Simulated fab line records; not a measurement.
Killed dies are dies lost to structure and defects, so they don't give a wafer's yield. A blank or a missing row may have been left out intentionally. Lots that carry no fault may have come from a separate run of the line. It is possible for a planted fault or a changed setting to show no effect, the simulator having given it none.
Split-lot study :: flow n5Finfet :: route with 1938 steps; 7 lots, 21 wafers read

== SPLIT DETAILS ==
At N5_WELL_APT_PEB_23 (peb time 90 s), the setting pebTempC was moved away from the recipe's 130 C on 4 of the 21 wafers read, by -1.1% to +2.2%. For the rest of the wafers, this setting stayed at what the recipe calls for.

== FROM THE SPLIT TO THE READING: what the file shows between them, 2 steps ==
- N5_WELL_APT_DEVELOP_24: develop time 45 s
- N5_WELL_APT_HARDBAKE_29: time 120 s

== THE READING ==
Shown in nm: cdNm at N5_WELL_APT_CD_MEAS_25, with target cd 200 nm. On this fab line, fault-free wafers typically give 199.6 nm with a standard deviation of 2.2 nm.

wafer: L076.4
tool, chamber at the split: lithoTrack-05, 0
pebTempC as run, C: 130
against the recipe: recipe
cdNm, nm: 196.9
against lot-mates on the recipe: -

wafer: L076.5
tool, chamber at the split: lithoTrack-05, 0
pebTempC as run, C: 130
against the recipe: recipe
cdNm, nm: 199.9
against lot-mates on the recipe: -

wafer: L076.6
tool, chamber at the split: lithoTrack-05, 0
pebTempC as run, C: 130
against the recipe: recipe
cdNm, nm: 200.5
against lot-mates on the recipe: -

wafer: L079.2
tool, chamber at the split: lithoTrack-05, 0
pebTempC as run, C: 130
against the recipe: recipe
cdNm, nm: 201.7
against lot-mates on the recipe: -

wafer: L079.3
tool, chamber at the split: lithoTrack-05, 0
pebTempC as run, C: 130
against the recipe: recipe
cdNm, nm: 204.4
against lot-mates on the recipe: -

wafer: L079.4
tool, chamber at the split: lithoTrack-05, 0
pebTempC as run, C: 132.1
against the recipe: +1.6%
cdNm, nm: 210.7
against lot-mates on the recipe: +7.6

wafer: L080.1
tool, chamber at the split: lithoTrack-05, 0
pebTempC as run, C: 130
against the recipe: recipe
cdNm, nm: 203.4
against lot-mates on the recipe: -

wafer: L080.3
tool, chamber at the split: lithoTrack-05, 0
pebTempC as run, C: 130
against the recipe: recipe
cdNm, nm: 197.9
against lot-mates on the recipe: -

wafer: L080.6
tool, chamber at the split: lithoTrack-05, 0
pebTempC as run, C: 130
against the recipe: recipe
cdNm, nm: 205.5
against lot-mates on the recipe: -

wafer: L084.1
tool, chamber at the split: lithoTrack-02, 0
pebTempC as run, C: 130
against the recipe: recipe
cdNm, nm: 200.1
against lot-mates on the recipe: -

wafer: L084.2
tool, chamber at the split: lithoTrack-02, 0
pebTempC as run, C: 128.6
against the recipe: -1.1%
cdNm, nm: 191.0
against lot-mates on the recipe: -8.1

wafer: L084.4
tool, chamber at the split: lithoTrack-02, 0
pebTempC as run, C: 130
against the recipe: recipe
cdNm, nm: 198.2
against lot-mates on the recipe: -

wafer: L087.2
tool, chamber at the split: lithoTrack-02, 0
pebTempC as run, C: 130
against the recipe: recipe
cdNm, nm: 201.9
against lot-mates on the recipe: -

wafer: L087.3
tool, chamber at the split: lithoTrack-02, 0
pebTempC as run, C: 130
against the recipe: recipe
cdNm, nm: 199.3
against lot-mates on the recipe: -

wafer: L087.4
tool, chamber at the split: lithoTrack-02, 0
pebTempC as run, C: 130
against the recipe: recipe
cdNm, nm: 202.4
against lot-mates on the recipe: -

wafer: L088.3
tool, chamber at the split: lithoTrack-02, 0
pebTempC as run, C: 130
against the recipe: recipe
cdNm, nm: 198.2
against lot-mates on the recipe: -

wafer: L088.4
tool, chamber at the split: lithoTrack-02, 0
pebTempC as run, C: 130
against the recipe: recipe
cdNm, nm: 192.7
against lot-mates on the recipe: -

wafer: L088.5
tool, chamber at the split: lithoTrack-02, 0
pebTempC as run, C: 130
against the recipe: recipe
cdNm, nm: 198.5
against lot-mates on the recipe: -

wafer: L092.1
tool, chamber at the split: lithoTrack-05, 0
pebTempC as run, C: 130
against the recipe: recipe
cdNm, nm: 201.1
against lot-mates on the recipe: -

wafer: L092.2
tool, chamber at the split: lithoTrack-05, 0
pebTempC as run, C: 132.8
against the recipe: +2.2%
cdNm, nm: 219.4
against lot-mates on the recipe: +18.3

wafer: L092.3
tool, chamber at the split: lithoTrack-05, 0
pebTempC as run, C: 132.8
against the recipe: +2.2%
cdNm, nm: 214.4
against lot-mates on the recipe: +13.3

FIT RESULTS
A straight line over all 21 wafers: cdNm changes by +7.63 nm for each +1% of pebTempC; r = +0.90; the points scatter about the line by 3 nm.
The same after taking each lot's own level away (the mean of its wafers on the recipe; 21 wafers): +6.88 nm for each +1%; r = +0.92; scatter 2.3 nm.
That fit puts the effect of the largest move of pebTempC on the reading at 15 nm.
The lots' own levels span 196.47 to 203.05 nm, that is 3.0 times the standard deviation above.
Hence the slope depends on the lot-to-lot level, as the two fits are not the same.
Check: with one of the wafers moved furthest among these (+2.2%) left out of the fit, the line predicts +12.7 nm for it against its lot-mates. It came out at +18.3 nm against them.

== FURTHER SPLITS ON THESE WAFERS ==
These wafers also went through other splits before the reading. Each is held against what the fit with the lots' levels taken away leaves over:
other split on the same wafers: N5_WELL_APT_COAT_02 spinRpm
wafers away from the commonest value: 5
r with cdNm (lot level and that fit taken away): +0.14

other split on the same wafers: N5_WELL_APT_PEB_06 pebTimeS
wafers away from the commonest value: 4
r with cdNm (lot level and that fit taken away): +0.19

other split on the same wafers: N5_WELL_APT_COAT_19 spinRpm
wafers away from the commonest value: 6
r with cdNm (lot level and that fit taken away): +0.51

== FILE'S OWN FIT ==
cdNm changes by +6.56 nm for each +1% of pebTempC, r = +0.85.
